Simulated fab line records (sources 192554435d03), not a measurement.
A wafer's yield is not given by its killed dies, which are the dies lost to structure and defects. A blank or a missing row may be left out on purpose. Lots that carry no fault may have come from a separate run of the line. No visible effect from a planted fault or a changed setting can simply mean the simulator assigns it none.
Comparing a struck lot with a sound one :: flow n5_finfet :: 41 out of 1938 route steps
Sound: the wafers L855.1, L855.2, L855.5. Struck: wafer L864.6 (left out: L864.1, L864.2 of the same lot, which were not struck); the cause appears at the end.
For every step that has rows: the tool of each side, followed by ch and its chambers, followed by its first start. Under that, the readings that differ: sound wafers :: struck wafers :: difference of the means :: sigmas: that difference in standard deviations of wafers without a fault.
alike: same words and numbers on both sides, and readings whose means sit less than 2 such deviations apart. not compared: any withheld reading, any reading some wafer has no value for, any bound like >300 that may hide the same value, and any number with overlapping values for which the record gives no deviation.
The two part at a step that has a row with sigmas, a row that says differs or no value, or rows on one side only. Non-overlapping numbers with no deviation appear without sigmas and do not part them. A reading that every wafer of one side lacks parts them only if that side has two wafers or more.

first, 7 steps without rows for these wafers: N5_PMOS_HMC_CHANNEL_EPI_COAT_31 (time 60 s, resist thk 66 nm); N5_PMOS_HMC_CHANNEL_EPI_COAT_03 (resist thk 205 nm); N5_PMOS_HMC_CHANNEL_EPI_EBR_05; N5_PMOS_HMC_CHANNEL_EPI_SOFTBAKE_04 (time 60 s); N5_PMOS_HMC_CHANNEL_EPI_EXPOSE_06 (exposes mask PMOS HMC BLK, target cd 240 nm); N5_PMOS_HMC_CHANNEL_EPI_PEB_07 (peb time 60 s); N5_PMOS_HMC_CHANNEL_EPI_DEVELOP_08 (develop time 30 s).
N5_PMOS_HMC_CHANNEL_EPI_CD_MEAS_09 targets a cd of 237.4 nm.
  sound on cd_sem-03 ch 0, day 3 17:26; struck on cd_sem-01 ch 0, day 6 00:23
  alike: cd_nm
N5_PMOS_HMC_CHANNEL_EPI_OVL_MEAS_10:
  sound on overlay-01 ch 0, day 3 17:28; struck on overlay-02 ch 0, day 6 00:25
  alike: PMOS_HMC_BLK_OVL
N5_PMOS_HMC_CHANNEL_EPI_INSPECT_11: inspects for defects (macro).
  sound on defect_inspect-01 at day 3 17:29; struck on defect_inspect-01 at day 6 00:27
  alike: raw_defect_count
then, 2 steps without rows for these wafers: N5_PMOS_HMC_CHANNEL_EPI_DESCUM_14 (chemistry O2, time 7.9 s); N5_PMOS_HMC_CHANNEL_EPI_ETCH_32 (etches BARC in N2/H2, stops on SiO2, target depth 85.8 nm, time 50.3 s).
N5_PMOS_HMC_CHANNEL_EPI_HM_OPEN_15: chemistry CHF3/O2, target SiO2, target depth 40.6 nm, time 20.3 s.
  sound on rie_diel-05 ch 0,3, day 3 17:36; struck on rie_diel-06 ch 0, day 6 00:34
  alike: drypump_motor_current_A, oes_product_au, rf_vpp_V, showerhead_plenum_p_Torr, throttle_valve_pct
  not compared: rf_hours_counter_h
N5_PMOS_HMC_CHANNEL_EPI_STRIP_33: strips in N2/H2.
  sound on rie_diel-05 ch 0,3, day 3 17:40; struck on rie_diel-06 ch 0, day 6 00:37
  alike: drypump_motor_current_A, oes_product_au, rf_vpp_V, showerhead_plenum_p_Torr, throttle_valve_pct
  not compared: rf_hours_counter_h
then, 9 steps without rows for these wafers: N5_PMOS_HMC_CHANNEL_EPI_STRIP_17 (strips in SPM, time 750 s); N5_PMOS_HMC_CHANNEL_EPI_ETCH_38 (etches SiO2 in CF4, target depth 1.5 nm); N5_PMOS_HMC_CHANNEL_EPI_FIN_RECESS_16 (chemistry HBr/Cl2, target Si, target depth 54 nm, time 18 s); N5_PMOS_HMC_CHANNEL_EPI_PRECLEAN_36 (cleans in O3/DIW, time 45 s); N5_PMOS_HMC_CHANNEL_EPI_PRECLEAN_18 (cleans in DHF, time 30 s); N5_PMOS_HMC_CHANNEL_EPI_SRD_19 (time 30 s); N5_PMOS_HMC_CHANNEL_EPI_EPI_20 (deposits SiGe30, target thk 59 nm); N5_PMOS_HMC_CHANNEL_EPI_HM_STRIP_35 (strips SiO2 in dHF, material SiO2, target depth 39.6 nm, time 216 s); N5_PMOS_HMC_CHANNEL_EPI_SRD_39 (time 30 s).
N5_PMOS_HMC_CHANNEL_EPI_CMP_21: polishes SiGe30, target thk 54 nm.
  sound on cmp-04 ch 0,3, day 3 19:32; struck on cmp-04 ch 1, day 6 02:29
  alike: motor_current_A, retaining_ring_pressure_frac
  not compared: pad_life_wafers
N5_PMOS_HMC_CHANNEL_EPI_THK_MEAS_22:
  sound on film_metro-02 at day 3 19:47; struck on film_metro-02 at day 6 02:45
  alike: HMC_CMP_THK
then, 9 steps without rows for these wafers: N5_PMOS_HMC_CHANNEL_EPI_PRECLEAN_40 (cleans in DHF, time 30 s); N5_PMOS_HMC_CHANNEL_EPI_PRECLEAN_37 (cleans in O3/DIW, time 45 s); N5_PMOS_HMC_CHANNEL_EPI_PRECLEAN_24 (cleans in DHF, time 30 s); N5_PMOS_HMC_CHANNEL_EPI_SRD_25 (time 30 s); N5_PMOS_HMC_CHANNEL_EPI_EPI_26 (deposits Si from SiH4/H2, target thk 3.8 nm, time 22.7 s); N5_FIN_SAQP_PRECLEAN_42 (cleans in O3/DIW, time 60 s); N5_FIN_SAQP_PRECLEAN_00 (cleans in SC1, time 60 s); N5_FIN_SAQP_PRECLEAN_44 (cleans in SC2, time 45 s); N5_FIN_SAQP_SRD_01 (time 30 s).
N5_FIN_SAQP_ALD_61: deposits SiO2, target thk 4 nm, pulse time 1 s, purge time 2 s.
  sound on ald_sin-03 ch 0,1, day 3 20:23; struck on ald_sin-04 ch 1, day 6 03:28
  alike: heater_power_w, precursor_pulse_height_rel
  not compared: since_wet_clean_h
then, 1 step without rows for these wafers: N5_FIN_SAQP_DENSIFY_62 (time 60 s).
N5_FIN_SAQP_HM_DEP_03: deposits SiNx from SiH4/NH3/N2, target thk 38 nm, time 33.6 s.
  sound on pecvd-04 ch 0,2, day 3 20:48; struck on pecvd-04 ch 2, day 6 03:52
  alike: heater_power_w, showerhead_plenum_p_Torr, throttle_valve_pct
  not compared: since_wet_clean_h
N5_FIN_SAQP_THK_MEAS_05:
  sound on film_metro-02 at day 3 20:53; struck on film_metro-02 at day 6 03:58
reading: thk_nm (nm)
sound: 36.8 37.5 37.5
struck: 39.2
difference: +1.9
sigmas: +3
then, 1 step without rows for these wafers: N5_FIN_SAQP_PECVD_47 (deposits a-Si from SiH4/He, target thk 45 nm, time 36.3 s).
N5_FIN_SAQP_PECVD_48: deposits SiNx from SiH4/NH3/N2, target thk 25 nm, time 22.1 s.
  sound on pecvd-02 ch 0,1, day 3 20:58; struck on pecvd-02 ch 0, day 6 04:02
reading: heater_power_w (W)
sound: 830 705 842
struck: 574
difference: -218
sigmas: -3
  alike: showerhead_plenum_p_Torr, throttle_valve_pct
  not compared: since_wet_clean_h
-- the record jumps here: 15 days lie between the struck wafers' starts before and after (it left off in module FIN_SAQP and takes up again in module PASSIVATION, whose first step shown is number 1936 of the route) --
N5_PASSIVATION_PROBE_49:
  sound on prober-01 at day 17 22:13; struck on prober-01 at day 20 18:05
reading: killed_at_M4_up
sound: 8 8 14
struck: 22
difference: +12
sigmas: +2

reading: killed_at_front_end
sound: 56 46 49
struck: 82
difference: +32
sigmas: +3

reading: killed_on_rim
sound: 12 14 16
struck: 29
difference: +15
sigmas: +3
  alike: defect_limited_yield, killed_at_M0_to_M3, killed_at_contacts, killed_at_other, killed_dies, killed_open, killed_short, sort_bin_5_function, sort_bin_6_memory, sort_bin_8_speed, sort_n_pass, sort_yield_pct

== WHERE THEY PART ==
First at N5_FIN_SAQP_THK_MEAS_05; last, within this record, at N5_PASSIVATION_PROBE_49.

WHY: what the simulator had put in
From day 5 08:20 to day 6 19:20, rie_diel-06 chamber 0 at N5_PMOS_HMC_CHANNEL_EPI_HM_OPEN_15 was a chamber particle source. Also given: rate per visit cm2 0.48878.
